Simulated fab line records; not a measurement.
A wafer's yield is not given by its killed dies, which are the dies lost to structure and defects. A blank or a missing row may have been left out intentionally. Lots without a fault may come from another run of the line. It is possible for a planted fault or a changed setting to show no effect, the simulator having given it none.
Matching of chambers :: flow nand harc :: NHARC_A_STAIRCASE_ETCH_203 on rie diel-13 has 4 sister chambers
The step etches the open film in C4F8/O2, target depth 100 nm, time 40.5 s. 18 wafers are shown with their chamber, then 9 later ones without.

== EACH WAFER AND ITS CHAMBER ==
wafer: L320.1
chamber: 0
rf vpp V (V): 899
oes product au (a.u.): 0.942
bias w (W): 1004.7

wafer: L320.5
chamber: 1
rf vpp V (V): 904
oes product au (a.u.): 0.949
bias w (W): 999.6

wafer: L320.6
chamber: 0
rf vpp V (V): 898
oes product au (a.u.): 0.939
bias w (W): 1004.2

wafer: L326.2
chamber: 2
rf vpp V (V): 897
oes product au (a.u.): 0.947
bias w (W): 998.2

wafer: L326.3
chamber: 1
rf vpp V (V): 902
oes product au (a.u.): 0.950
bias w (W): 1002.4

wafer: L326.5
chamber: 1
rf vpp V (V): 903
oes product au (a.u.): 0.946
bias w (W): 1003.9

wafer: L327.5
chamber: 0
rf vpp V (V): 898
oes product au (a.u.): 0.944
bias w (W): 1001.7

wafer: L327.6
chamber: 3
rf vpp V (V): 897
oes product au (a.u.): 0.959
bias w (W): 994.7

wafer: L330.5
chamber: 3
rf vpp V (V): 897
oes product au (a.u.): 0.960
bias w (W): 998.7

wafer: L330.6
chamber: 0
rf vpp V (V): 899
oes product au (a.u.): 0.943
bias w (W): 998.3

wafer: L332.5
chamber: 1
rf vpp V (V): 902
oes product au (a.u.): 0.949
bias w (W): 1002.2

wafer: L332.6
chamber: 2
rf vpp V (V): 898
oes product au (a.u.): 0.943
bias w (W): 999.9

wafer: L339.1
chamber: 3
rf vpp V (V): 896
oes product au (a.u.): 0.978
bias w (W): 999.4

wafer: L339.5
chamber: 2
rf vpp V (V): 895
oes product au (a.u.): 0.954
bias w (W): 1002.0

wafer: L339.6
chamber: 1
rf vpp V (V): 901
oes product au (a.u.): 0.934
bias w (W): 997.6

wafer: L338.1
chamber: 2
rf vpp V (V): 896
oes product au (a.u.): 0.952
bias w (W): 1001.2

wafer: L338.2
chamber: 0
rf vpp V (V): 896
oes product au (a.u.): 0.945
bias w (W): 1003.3

wafer: L338.5
chamber: 3
rf vpp V (V): 897
oes product au (a.u.): 0.957
bias w (W): 1000.1

SIGNATURES, as means of the wafers listed above
reading: rf vpp V
chamber 0: 898.00
chamber 1: 902.40
chamber 2: 896.50
chamber 3: 896.75
scatter within a chamber: 1.1

reading: oes product au
chamber 0: 0.94260
chamber 1: 0.94560
chamber 2: 0.94900
chamber 3: 0.96350
scatter within a chamber: 0.00631

reading: bias w
chamber 0: 1002.440
chamber 1: 1001.140
chamber 2: 1000.325
chamber 3: 998.225
scatter within a chamber: 2.36
Rule: for each reading, subtract the chamber's mean from the wafer's reading, divide by that reading's scatter and square the result; add these up over the readings and take the root, which gives the wafer's distance from the chamber. If the next closest chamber is less than 2 further off than the closest, the wafer can't be placed; otherwise it belongs to the closest. The scatter: take each reading less its chamber's mean, square it, sum over the shown wafers, divide by the number of wafers less the number of chambers, and take the root.

== WAFERS MISSING THEIR CHAMBER ==
wafer: L340.1
rf vpp V (V): 897
oes product au (a.u.): 0.956
bias w (W): 1003.7

wafer: L340.2
rf vpp V (V): 897
oes product au (a.u.): 0.939
bias w (W): 1002.5

wafer: L340.5
rf vpp V (V): 898
oes product au (a.u.): 0.953
bias w (W): 996.2

wafer: L341.2
rf vpp V (V): 897
oes product au (a.u.): 0.933
bias w (W): 1001.3

wafer: L341.4
rf vpp V (V): 897
oes product au (a.u.): 0.962
bias w (W): 995.3

wafer: L341.5
rf vpp V (V): 896
oes product au (a.u.): 0.939
bias w (W): 995.6

wafer: L343.2
rf vpp V (V): 896
oes product au (a.u.): 0.951
bias w (W): 1000.2

wafer: L343.3
rf vpp V (V): 899
oes product au (a.u.): 0.941
bias w (W): 996.4

wafer: L343.6
rf vpp V (V): 898
oes product au (a.u.): 0.944
bias w (W): 998.4

== THE CHAMBER EACH PASSED THROUGH ==
wafer: L340.1
from the rows above: can't be placed: 2 or 0 or 3
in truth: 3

wafer: L340.2
from the rows above: can't be placed: 0 or 2
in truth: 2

wafer: L340.5
from the rows above: can't be placed: 3 or 2 or 0
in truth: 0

wafer: L341.2
from the rows above: can't be placed: 0 or 2
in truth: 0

wafer: L341.4
from the rows above: can't be placed: 3 or 2
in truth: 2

wafer: L341.5
from the rows above: can't be placed: 2 or 0 or 3
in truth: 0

wafer: L343.2
from the rows above: can't be placed: 2 or 3 or 0
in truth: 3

wafer: L343.3
from the rows above: can't be placed: 0 or 2 or 1 or 3
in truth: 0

wafer: L343.6
from the rows above: can't be placed: 0 or 2 or 3
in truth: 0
Correctly placed: 0 of 9. Cannot be placed on the basis of these rows: 9; the candidates contain the true chamber in 9. Number placed wrongly: 0.
